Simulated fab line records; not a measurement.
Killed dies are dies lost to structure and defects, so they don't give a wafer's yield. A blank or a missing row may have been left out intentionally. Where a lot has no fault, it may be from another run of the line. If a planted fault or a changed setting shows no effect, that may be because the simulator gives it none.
fab line records | flow nandHarc | part 2 of 2: steps 28 to 33 of 33
[record] lots = 5 wafers = 15 lastDay = 27
route steps=1159 shown A_M0@1011 A_M1@1026
lots with no fault: from the same line, run without faults
startH: start of the lot's first displayed wafer, in hours after the record's first day | waitH: hours since the lot's step before | " unchanged from the row above | L1.1+2: several wafers, shown together as one row | - no value, or no start given | * or withheld: withheld | < > ~ a bound
route shown NAME@n: NAME is a module with steps in the file, n the number in the route of the first one | usual: mean and standard deviation over wafers with no fault | same: alike in all rows | chamber/n: place in a boat | sites: the reading at each site | _std_site: the standard deviation of these | _edge_site: outer sites' mean less inner sites' | radiusMm: for every site, how far away it sits from the centre of the wafer | mask NAME#n: copy n | behind: the last tool/chamber to shape the wafer | hold: what put the lot on hold/how long, in hours/how the hold closed | device: the transistor (n, p or np) that didn't switch | end of line: tests run on the same wafers once the route is complete | where a step has no rows: the recipe by itself | killed: count of dies lost to structure and defects at first sort (not the wafer's yield) | map: a wafer's dies, x killed, . not, _ none there
set.NAME: the setting the step ran with; set.NAME@STEP: the setting that earlier step ran with | model.NAME: the simulator's own value behind a step, which no gauge read
certain route steps with their lots: each step a table, each wafer a row
services: when a tool's chamber went out of use (startH, in hours from the record's first day, below 0 if earlier), for how many hours, and the reason
[[steps]]
[step NHARC_A_M1_DESCUM_14]
[recipe] timeS = 3 o2FlowSccm = 200 arFlowSccm = 0 biasPowerW = 0 chemistry = O2
[usual] drypumpMotorCurrentA = 5.5/0.31 oesProductAu = 1.000/0.0068 rfVppV = 57.8/0.95 showerheadPlenumPTorr = 1.95/0.088 throttleValvePct = 11.311/0.0092
[same] biasPowerW = 0 timeS = 3
// columns lot.wafer tool chamber startH waitH drypumpMotorCurrentA oesProductAu rfHoursCounterH rfVppV showerheadPlenumPTorr throttleValvePct
L076.2 rieDiel-07 2 440.34 0.1 5.7 0.995 1.0 59.5 1.99 11.321
L076.5 " 1 " " 6.0 0.991 - 57.7 2.01 11.287
L076.6 " 2 " " 5.6 0.991 - 58.7 1.99 11.307
L079.3 rieDiel-07 1 466.45 0.1 6.0 0.999 1.1 58.7 2.01 11.307
L079.2 " 2 " " 5.6 0.992 1.4 58.8 1.99 11.305
L079.1 " 0 " " 5.2 0.999 1.3 58.7 2.04 11.308
L083.2 rieDiel-12 2 519.96 0.1 5.4 1.005 7.6 58.5 2.02 11.320
L083.1 " 3 " " 5.1 1.016 7.6 56.7 1.87 11.321
L083.4 " 0 " " 5.3 1.007 7.4 57.0 1.94 11.308
L085.2 rieDiel-12 2 528.98 0.1 5.4 0.999 9.4 57.7 2.02 11.300
L085.3 " 0 " " 5.3 1.007 9.2 57.7 1.94 11.318
L085.1 " 1 " " 5.7 0.999 8.3 57.0 1.81 11.310
L096.3 rieDiel-12 1 578.41 0.1 5.7 1.008 0.8 57.7 1.81 11.320
L096.4 " 2 " " 5.4 1.012 0.2 58.6 2.02 11.319
L096.1 " 3 " " 5.1 1.009 0.8 57.5 1.87 11.310
[step NHARC_A_M1_ETCH_35]
[recipe] targetDepthA = 400 overetchA = 120 timeS = 43.94 ionEnergyEv = 200 n2FlowSccm = 150 h2FlowSccm = 150 arFlowSccm = 0 rfW = 400 biasW = 150 chemistry = N2/H2
[usual] drypumpMotorCurrentA = 5.5/0.31 oesProductAu = 1.001/0.0068 rfVppV = 431.5/2.6 showerheadPlenumPTorr = 2.08/0.093 throttleValvePct = 14.172/0.0093
[same] timeS = 43.94
// columns lot.wafer tool chamber startH waitH drypumpMotorCurrentA oesProductAu rfHoursCounterH rfVppV showerheadPlenumPTorr throttleValvePct
L076.2 rieDiel-07 1 440.42 0.1 6.0 0.997 0.7 434.5 2.15 14.180
L076.6 " 0 " " 5.2 1.008 - 432.5 2.18 14.156
L076.5 " 1 " " 6.0 1.004 - 434.2 2.15 14.158
L079.2 rieDiel-07 3 466.54 0.1 5.4 1.006 1.4 435.9 2.21 14.188
L079.3 " 0 " " 5.2 0.999 1.3 435.4 2.18 14.177
L079.1 " 1 " " 6.0 0.995 1.1 433.7 2.15 14.187
L083.4 rieDiel-12 0 520.03 0.1 5.3 1.002 7.4 430.8 2.07 14.170
L083.1 " 2 " " 5.4 0.990 7.6 434.3 2.16 14.170
L083.2 " 3 " " 5.1 1.009 7.6 429.9 1.99 14.173
L085.3 rieDiel-12 2 529.07 0.1 5.4 1.000 9.4 431.9 2.16 14.176
L085.1 " 3 " " 5.1 1.002 9.4 428.3 1.99 14.186
L085.2 " 1 " " 5.7 0.999 8.3 427.3 1.92 14.171
L096.3 rieDiel-12 3 578.50 0.1 5.1 1.010 0.8 430.0 1.99 14.184
L096.4 " 0 " " 5.3 1.007 0.9 431.3 2.06 14.171
L096.1 " 1 " " 5.7 1.007 0.8 426.2 1.92 14.159
[step NHARC_A_M1_ETCH_15]
[recipe] targetDepthA = 1825 timeS = 91.2 c4f8FlowSccm = withheld arFlowSccm = 400 rfW = 600 biasW = 300 chemistry = C4F8/Ar
[usual] oesProductAu = 0.956/0.022 rfVppV = 441.9/2.7
[same] timeS = 91.2
// columns lot.wafer tool chamber startH waitH oesProductAu rfHoursCounterH rfVppV
L076.2 rieDiel-07 0 - - 0.930 1.0 444.7
L076.5 " 3 " " 0.922 - 445.3
L076.6 " 0 " " 0.920 - 444.8
L079.1 rieDiel-07 1 - - 0.951 1.1 443.8
L079.2 " 3 " " 0.964 1.4 445.8
L079.3 " 0 " " 0.957 1.3 446.0
L083.2 rieDiel-12 2 - - 0.961 7.6 444.3
L083.4 " 0 " " 0.977 7.4 442.7
L083.1 " 1 " " 0.968 7.9 438.7
L085.3 rieDiel-12 0 - - 0.979 9.3 442.0
L085.2 " 1 " " 0.971 8.3 436.3
L085.1 " 2 " " 0.951 9.5 445.7
L096.3 rieDiel-12 3 - - 0.982 0.9 438.8
L096.4 " 0 " " 0.991 0.9 442.9
L096.1 " 2 " " 0.964 0.3 444.0
[step NHARC_A_M1_CD_MEAS_16]
[usual] cdNm = 119.9/0.66
// columns lot.wafer tool chamber startH waitH cdNm
L076.2 cdSem-01 - 440.63 - 120.0
L076.5 " - " " 120.1
L076.6 " - " " 119.3
L079.1 cdSem-02 - 466.75 - 118.8
L079.2 " - " " 120.2
L079.3 " - " " 119.5
L083.1 cdSem-01 - 520.25 - 120.3
L083.2 " - " " 120.7
L083.4 " - " " 119.5
L085.1 cdSem-02 - 529.29 - 120.8
L085.2 " - " " 120.7
L085.3 " - " " 119.7
L096.1 cdSem-01 - 578.72 - 121.0
L096.3 " - " " 119.7
L096.4 " - " " 119.4
[step NHARC_A_M1_STRIP_18]
[recipe] powerW = 1000 n2FlowSccm = 150 h2FlowSccm = 150 arFlowSccm = 0 biasW = 0 chemistry = N2/H2
[usual] drypumpMotorCurrentA = 5.6/0.37 oesProductAu = 1.001/0.0068 rfVppV = 90.7/0.92 showerheadPlenumPTorr = 2.06/0.095 throttleValvePct = 14.172/0.0093
// columns lot.wafer tool chamber startH waitH drypumpMotorCurrentA oesProductAu rfHoursCounterH rfVppV showerheadPlenumPTorr throttleValvePct
L076.2 rieDiel-01 2 440.74 0.1 5.7 1.009 6.2 91.4 2.09 14.168
L076.6 " 1 " " 5.3 1.003 - 89.0 1.90 14.170
L076.5 " 2 " " 5.7 1.011 - 90.7 2.09 14.177
L079.3 rieDiel-12 0 466.83 0.1 5.3 1.001 4.2 91.7 2.07 14.172
L079.1 " 1 " " 5.7 1.015 4.2 91.0 1.92 14.169
L079.2 " 3 " " 5.1 0.999 4.7 90.5 1.99 14.175
L083.2 rieDiel-12 0 520.32 0.1 5.3 1.008 7.6 90.7 2.07 14.159
L083.4 " 2 " " 5.4 0.994 7.7 91.1 2.16 14.165
L083.1 " 3 " " 5.1 1.002 7.7 89.8 1.99 14.188
L085.1 rieDiel-01 0 529.38 0.1 6.3 1.006 2.6 90.4 2.03 14.178
L085.2 " 1 " " 5.2 1.000 2.2 91.1 1.90 14.185
L085.3 " 3 " " 5.5 0.995 1.8 91.1 2.10 14.170
L096.1 rieDiel-07 0 578.81 0.1 5.2 1.006 3.7 91.1 2.18 14.177
L096.4 " 1 " " 6.0 1.000 3.6 90.1 2.15 14.161
L096.3 " 3 " " 5.4 1.002 3.9 91.0 2.21 14.167
[step NHARC_A_M1_ETCH_28]
[recipe] targetDepthA = 300 overEtchFrac = 0.3 timeS = 72.99 ionEnergyEv = 150 cf4FlowSccm = 50 n2FlowSccm = 100 arFlowSccm = 150 rfW = 300 biasW = 100 chemistry = CF4/N2
[usual] drypumpMotorCurrentA = 5.5/0.36 oesProductAu = 1.001/0.0078 rfVppV = 314.5/2 showerheadPlenumPTorr = 2.65/0.11 throttleValvePct = 19.795/0.0085
[same] timeS = 72.99
// columns lot.wafer tool chamber startH waitH drypumpMotorCurrentA oesProductAu rfHoursCounterH rfVppV showerheadPlenumPTorr throttleValvePct
L076.2 rieDiel-01 0 - - 6.4 1.004 5.7 314.0 2.62 19.806
L076.5 " 1 " " 5.2 0.996 - 311.7 2.46 19.803
L076.6 " 2 " " 5.7 1.013 - 315.9 2.69 19.809
L079.3 rieDiel-12 0 - - 5.3 1.003 4.3 315.0 2.66 19.789
L079.1 " 1 " " 5.7 0.986 4.3 313.1 2.49 19.798
L079.2 " 2 " " 5.4 0.986 4.2 317.7 2.77 19.809
L083.1 rieDiel-12 2 - - 5.4 1.000 7.7 315.6 2.77 19.807
L083.2 " 3 " " 5.1 0.998 7.8 312.8 2.57 19.801
L083.4 " 1 " " 5.7 1.004 8.0 311.5 2.49 19.778
L085.1 rieDiel-01 2 - - 5.7 1.006 2.3 314.4 2.68 19.785
L085.3 " 3 " " 5.5 1.008 1.8 315.2 2.70 19.783
L085.2 " 1 " " 5.2 0.994 2.3 310.5 2.46 19.796
L096.4 rieDiel-07 3 - - 5.4 0.988 3.9 318.3 2.82 19.799
L096.3 " 0 " " 5.2 1.000 3.8 316.3 2.79 19.800
L096.1 " 1 " " 6.0 0.988 3.6 317.2 2.76 19.813
[[services]]
// columns tool chamber startH hours kind
pecvd-01 - 418.53 13.0 pm
rieDiel-07 1 423.95 3.3 repair
lithoTrack-01 - 443.00 7.0 pm
pecvd-01 0 452.84 6.8 repair
pvdSputter-03 - 458.06 10.0 pm
lithoTrack-06 - 467.00 7.0 pm
rieDiel-01 3 467.16 6.8 repair
pecvd-03 - 473.00 13.0 pm
pecvd-01 1 481.00 10.8 repair
lithoTrack-04 - 491.00 7.0 pm
rieDiel-07 3 491.53 4.2 repair
rieDiel-01 - 491.83 9.0 pm
pvdSputter-03 - 491.92 1.0 repair
pvdSputter-03 - 497.98 1.0 repair
rieDiel-01 3 505.79 4.0 repair
pecvd-03 1 516.87 4.4 repair
ecdCu-02 - 532.00 8.0 pm
pvdSputter-02 - 537.91 0.5 repair
arfiScanner-01 - 540.00 4.0 pm
pvdSputter-02 - 551.57 0.5 repair
rieDiel-12 - 556.40 9.0 pm
rieDiel-01 - 563.47 0.1 repair
rieDiel-12 1 569.46 2.0 repair
pvdSputter-02 - 570.00 10.0 pm
